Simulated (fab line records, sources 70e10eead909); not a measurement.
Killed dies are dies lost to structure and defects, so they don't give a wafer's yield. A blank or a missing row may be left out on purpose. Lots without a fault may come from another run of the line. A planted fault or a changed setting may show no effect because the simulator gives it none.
Chamber matching | flow nand_harc | NHARC_A_STAIRCASE_TRIM_187 on rie_diel-12: 4 sister chambers
The step chemistry O2, time 211.2 s. 16 wafers are shown with their chamber, then 8 later ones without.

WAFERS WITH THEIR CHAMBER
wafer  | chamber | showerhead_plenum_p_Torr (Torr) | drypump_motor_current_A (A) | oes_product_au (a.u.)
L074.3 | 1       | 3.42                            | 5.6                         | 0.988
L074.5 | 3       | 3.63                            | 6.0                         | 1.012
L074.6 | 2       | 3.62                            | 5.9                         | 0.994
L077.1 | 3       | 3.62                            | 6.0                         | 1.005
L077.4 | 2       | 3.61                            | 5.8                         | 0.995
L077.5 | 1       | 3.42                            | 5.6                         | 0.983
L078.2 | 3       | 3.62                            | 6.0                         | 1.009
L078.3 | 0       | 3.45                            | 5.8                         | 0.993
L078.4 | 2       | 3.61                            | 5.8                         | 0.993
L081.3 | 0       | 3.45                            | 5.8                         | 0.999
L081.5 | 3       | 3.61                            | 6.0                         | 1.007
L081.6 | 0       | 3.45                            | 5.8                         | 0.988
L089.1 | 1       | 3.39                            | 5.6                         | 0.987
L089.3 | 2       | 3.60                            | 5.9                         | 0.998
L089.6 | 2       | 3.60                            | 5.9                         | 1.000
L093.2 | 1       | 3.39                            | 5.6                         | 0.988

SIGNATURES (means of the wafers above)
reading                  | chamber 0 | chamber 1 | chamber 2 | chamber 3 | scatter within a chamber
showerhead_plenum_p_Torr | 3.4500    | 3.4050    | 3.6080    | 3.6200    | 0.0107
drypump_motor_current_A  | 5.800     | 5.600     | 5.860     | 6.000     | 0.0316
oes_product_au           | 0.99333   | 0.98650   | 0.99600   | 1.00825   | 0.0034
Rule: a wafer's distance from a chamber is the root of the sum, over the readings, of the square of ((its reading less the chamber's mean) divided by the reading's scatter). The wafer belongs to the nearest chamber; if the next one is less than 2 further off, it can't be placed. The scatter: the root of (the sum of the squares of (reading less its chamber's mean) over the shown wafers, divided by (wafers less chambers)).

WAFERS WITHOUT THEIR CHAMBER
wafer  | showerhead_plenum_p_Torr (Torr) | drypump_motor_current_A (A) | oes_product_au (a.u.)
L093.4 | 3.59                            | 6.0                         | 0.988
L093.5 | 3.39                            | 5.6                         | 0.993
L095.3 | 3.42                            | 5.8                         | 0.991
L095.4 | 3.38                            | 5.6                         | 0.989
L095.6 | 3.58                            | 5.8                         | 1.011
L097.1 | 3.41                            | 5.8                         | 0.997
L097.4 | 3.58                            | 6.0                         | 0.986
L097.5 | 3.38                            | 5.6                         | 0.999

WHICH CHAMBER EACH WENT THROUGH
wafer  | from the rows above     | in truth
L093.4 | can't be placed: 2 or 3 | 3
L093.5 | 1                       | 1
L095.3 | 0                       | 0
L095.4 | 1                       | 1
L095.6 | can't be placed: 2 or 3 | 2
L097.1 | 0                       | 0
L097.4 | can't be placed: 2 or 3 | 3
L097.5 | 1                       | 1
Placed correctly: 5 of 8. Can't be placed from these rows: 3 (the true chamber is among the candidates in 3). Placed wrongly: 0.
